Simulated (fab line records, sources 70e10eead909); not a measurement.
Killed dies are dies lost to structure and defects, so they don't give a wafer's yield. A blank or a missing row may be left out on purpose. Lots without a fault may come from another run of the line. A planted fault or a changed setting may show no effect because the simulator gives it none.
Which tool did it? | flow nand_harc | 13 lots, 38 wafers sampled, at 5 steps of a route of 1159

WHAT THE GAUGES READ, wafer by wafer
NHARC_END_SORT_01. Usual: killed_at_array 26, standard deviation 9.1; killed_at_other 0.7, standard deviation 0.9; killed_at_periphery 3.6, standard deviation 2.8; killed_dies 30, standard deviation 9.2; killed_open 3.0, standard deviation 1.9; killed_short 2.0, standard deviation 1.4.
lot  | measured     | on        | killed_at_array | killed_at_other | killed_at_periphery | killed_dies | killed_open | killed_short | flag
L808 | day 23 09:22 | prober-02 | 39 40 32        | 1 1 1           | 637 4 2             | 677 45 35   | 2 4 7       | 2 1 2        | OFF
L812 | day 24 09:44 | prober-01 | 26 16           | 0 0             | 651 661             | 677 677     | 4 2         | 0 3          | OFF

WHICH TOOL RAN EACH LOT (tool, then ch and the chambers of the sampled wafers, then the start)
lot  | NHARC_P_GATE_DEVELOP_45           | NHARC_A_BONDPAD_STRIP_15           | NHARC_HYBRID_BOND_ACTIVATE_00      | NHARC_THIN_TSV_STRIP_62
L798 | litho_track-05 ch 0, day 5 10:00  | rie_diel-06 ch 0,1,3, day 18 06:58 | rie_diel-01 ch 0,1,2, day 18 09:10 | plasma_asher-01 ch 0,1, day 19 01:41
L800 | litho_track-02 ch 0, day 5 22:00  | rie_diel-06 ch 0,1,3, day 18 08:17 | rie_diel-01 ch 0,2,3, day 18 10:29 | plasma_asher-01 ch 0,1, day 19 05:22
L801 | litho_track-05 ch 0, day 5 22:00  | rie_diel-05 ch 2,3, day 18 07:09   | rie_diel-03 ch 0,1,3, day 18 09:24 | plasma_asher-01 ch 0,1, day 19 02:55
L802 | litho_track-05 ch 0, day 6 13:00  | rie_diel-05 ch 0,3, day 19 00:55   | rie_diel-08 ch 1,3, day 19 03:08   | plasma_asher-01 ch 0,1, day 19 19:04
L803 | litho_track-03 ch 0, day 7 00:00  | rie_diel-05 ch 0,3, day 19 21:40   | rie_diel-03 ch 1,2, day 19 23:53   | plasma_asher-02 ch 0,1, day 20 16:06
L806 | litho_track-03 ch 0, day 7 10:00  | rie_diel-06 ch 0,1,3, day 20 02:40 | rie_diel-03 ch 1,2, day 20 04:53   | plasma_asher-02 ch 0,1, day 20 20:13
L805 | litho_track-05 ch 0, day 7 15:00  | rie_diel-05 ch 0,1,3, day 20 07:25 | rie_diel-08 ch 0,1,3, day 20 09:39 | plasma_asher-01 ch 0,1, day 21 03:32
L807 | litho_track-05 ch 0, day 7 16:00  | rie_diel-06 ch 0,3, day 19 18:12   | rie_diel-03 ch 0,1,2, day 19 20:29 | plasma_asher-02 ch 0,1, day 20 15:28
L809 | litho_track-02 ch 0, day 8 08:00  | rie_diel-05 ch 1,2,3, day 21 15:38 | rie_diel-03 ch 1,2,3, day 21 17:59 | plasma_asher-01 ch 0,1, day 22 09:19
L808 | litho_track-05 ch 0, day 8 09:00  | rie_diel-05 ch 0,3, day 22 02:22   | rie_diel-03 ch 1, day 22 04:35     | plasma_asher-01 ch 0,1, day 22 21:16
L812 | litho_track-05 ch 0, day 9 05:00  | -                                  | -                                  | -
L818 | litho_track-02 ch 0, day 10 08:00 | rie_diel-06 ch 2,3, day 23 01:25   | rie_diel-03 ch 0,1,3, day 23 03:40 | plasma_asher-02 ch 0,1, day 23 18:41
L820 | litho_track-03 ch 0, day 11 00:00 | rie_diel-06 ch 0,3, day 23 21:51   | rie_diel-03 ch 2,3, day 24 00:08   | plasma_asher-01 ch 0,1, day 24 12:41
- NHARC_P_GATE_DEVELOP_45: time 70 s.
- NHARC_A_BONDPAD_STRIP_15: strips in O2.
- NHARC_HYBRID_BOND_ACTIVATE_00: chemistry N2, time 60 s.
- NHARC_THIN_TSV_STRIP_62: strips in N2/H2, time 20 s.

WHAT THE TOOLS THEMSELVES READ (means of the sampled wafers that have a number; where no wafer has one, the mark that the record gives instead)
NHARC_P_GATE_DEVELOP_45. Usual: exhaust_pa 45.0 Pa, standard deviation 0.95.
lot  | tool           | exhaust_pa (Pa) | flag
L798 | litho_track-05 | 46.3            |
L800 | litho_track-02 | 44.4            |
L801 | litho_track-05 | 45.6            |
L802 | litho_track-05 | 44.4            |
L803 | litho_track-03 | 44.9            |
L806 | litho_track-03 | 46.0            |
L805 | litho_track-05 | 44.6            |
L807 | litho_track-05 | 44.6            |
L809 | litho_track-02 | 45.6            |
L808 | litho_track-05 | 45.2            |
L812 | litho_track-05 | 43.2            |
L818 | litho_track-02 | 45.1            |
L820 | litho_track-03 | 45.0            |

NHARC_A_BONDPAD_STRIP_15. Usual: drypump_motor_current_A 6.0 A, standard deviation 0.51; o2_flow_sccm 500.1 sccm, standard deviation 1.5; oes_product_au 1.004 a.u., standard deviation 0.02; rf_vpp_V 58.0 V, standard deviation 0.81; showerhead_plenum_p_Torr 3.56 Torr, standard deviation 0.15; throttle_valve_pct 17.037 %, standard deviation 0.0081.
lot  | tool        | drypump_motor_current_A (A) | o2_flow_sccm (sccm) | oes_product_au (a.u.) | rf_vpp_V (V) | showerhead_plenum_p_Torr (Torr) | throttle_valve_pct (%) | flag
L798 | rie_diel-06 | 5.8                         | 501.9               | 1.005                 | 58.8         | 3.51                            | 17.048                 |
L800 | rie_diel-06 | 5.9                         | 499.7               | 1.000                 | 57.7         | 3.51                            | 17.035                 |
L801 | rie_diel-05 | 5.8                         | 498.7               | 1.011                 | 58.1         | 3.55                            | 17.037                 |
L802 | rie_diel-05 | 5.8                         | 500.5               | 1.013                 | 57.7         | 3.58                            | 17.044                 |
L803 | rie_diel-05 | 5.9                         | 499.7               | 1.010                 | 58.0         | 3.57                            | 17.042                 |
L806 | rie_diel-06 | 5.8                         | 499.5               | 1.006                 | 57.5         | 3.51                            | 17.035                 |
L805 | rie_diel-05 | 5.8                         | 499.7               | 1.016                 | 57.1         | 3.53                            | 17.041                 |
L807 | rie_diel-06 | 6.3                         | 499.9               | 0.985                 | 57.2         | 3.57                            | 17.036                 |
L809 | rie_diel-05 | 5.9                         | 499.6               | 1.008                 | 58.0         | 3.48                            | 17.047                 |
L808 | rie_diel-05 | 5.8                         | 499.6               | 1.004                 | 58.4         | 3.57                            | 17.043                 |
L818 | rie_diel-06 | 5.8                         | 500.4               | 1.018                 | 58.9         | 3.73                            | 17.036                 |
L820 | rie_diel-06 | 5.8                         | 500.6               | 1.003                 | 58.2         | 3.64                            | 17.037                 |

NHARC_HYBRID_BOND_ACTIVATE_00. Usual: drypump_motor_current_A 5.8 A, standard deviation 0.31; oes_product_au 0.998 a.u., standard deviation 0.011; rf_vpp_V 64.0 V, standard deviation 0.88; showerhead_plenum_p_Torr 1.74 Torr, standard deviation 0.046.
lot  | tool        | drypump_motor_current_A (A) | oes_product_au (a.u.) | rf_vpp_V (V) | showerhead_plenum_p_Torr (Torr) | flag
L798 | rie_diel-01 | 6.1                         | 0.999                 | 64.4         | 1.75                            |
L800 | rie_diel-01 | 6.0                         | 0.995                 | 63.5         | 1.70                            |
L801 | rie_diel-03 | 5.8                         | 1.000                 | 64.5         | 1.73                            |
L802 | rie_diel-08 | 5.1                         | 0.990                 | 63.2         | 1.73                            |
L803 | rie_diel-03 | 5.9                         | 1.005                 | 64.1         | 1.76                            |
L806 | rie_diel-03 | 6.0                         | 1.000                 | 63.7         | 1.73                            |
L805 | rie_diel-08 | 5.5                         | 0.994                 | 63.8         | 1.72                            |
L807 | rie_diel-03 | 5.8                         | 0.998                 | 63.1         | 1.73                            |
L809 | rie_diel-03 | 6.0                         | 1.000                 | 64.6         | 1.75                            |
L808 | rie_diel-03 | 6.0                         | 0.993                 | 64.0         | 1.70                            |
L818 | rie_diel-03 | 5.8                         | 1.001                 | 63.6         | 1.72                            |
L820 | rie_diel-03 | 5.9                         | 0.999                 | 65.1         | 1.78                            |

NHARC_THIN_TSV_STRIP_62. Usual: drypump_motor_current_A 5.7 A, standard deviation 0.31; heater_power_w 305 W, standard deviation 7.6; rf_refl_power_W 17.3 W, standard deviation 1.7.
lot  | tool            | drypump_motor_current_A (A) | heater_power_w (W) | rf_refl_power_W (W) | flag
L798 | plasma_asher-01 | 5.8                         | 301                | 16.3                |
L800 | plasma_asher-01 | 5.8                         | 302                | 16.2                |
L801 | plasma_asher-01 | 5.8                         | 296                | 16.3                |
L802 | plasma_asher-01 | 5.6                         | 309                | 16.4                |
L803 | plasma_asher-02 | 6.0                         | 299                | 20.5                |
L806 | plasma_asher-02 | 6.0                         | 305                | 20.6                |
L805 | plasma_asher-01 | 5.8                         | 310                | -                   | OFF
L807 | plasma_asher-02 | 5.6                         | 299                | 19.8                |
L809 | plasma_asher-01 | 5.6                         | 309                | 16.4                |
L808 | plasma_asher-01 | 5.7                         | 315                | 16.8                |
L818 | plasma_asher-02 | 5.6                         | 297                | 19.4                |
L820 | plasma_asher-01 | 5.6                         | 311                | 16.3                |

THE ANSWER, worked out from the rows above alone
Rule: a lot is off if the mean of its wafers that have a number lies more than 3 standard deviations from the usual mean. A lot without any number at a reading at which 4 lots or more have one is off too. The other lots that the step has rows for count as sound. The gauges are gone through in route order, then the tools' own readings, and for those a lot's mean is taken as printed above. The first step at which some lot is off is used, and at that step the reading that is off furthest; a lot without a number counts as furthest.
Off: L808, L812, at NHARC_END_SORT_01 (killed_at_periphery). Neither off nor sound, because the step has no rows for them: L798, L800, L801, L802, L803, L806, L805, L807, L809, L818, L820.
A tool fits if, at a process step before that reading, it ran every lot that is off, and no sound lot after the first of them. The gauges at NHARC_END_SORT_01 are tried like those tools. One fits: litho_track-05 at NHARC_P_GATE_DEVELOP_45. It ran no sound lot before its first lot that is off in this sample, so the start can't be narrowed down.

WHAT THE SIMULATOR HAD PUT IN
Process parameter drift: litho_track-05, from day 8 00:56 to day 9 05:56, at NHARC_P_GATE_DEVELOP_45. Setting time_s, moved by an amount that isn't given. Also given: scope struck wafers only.
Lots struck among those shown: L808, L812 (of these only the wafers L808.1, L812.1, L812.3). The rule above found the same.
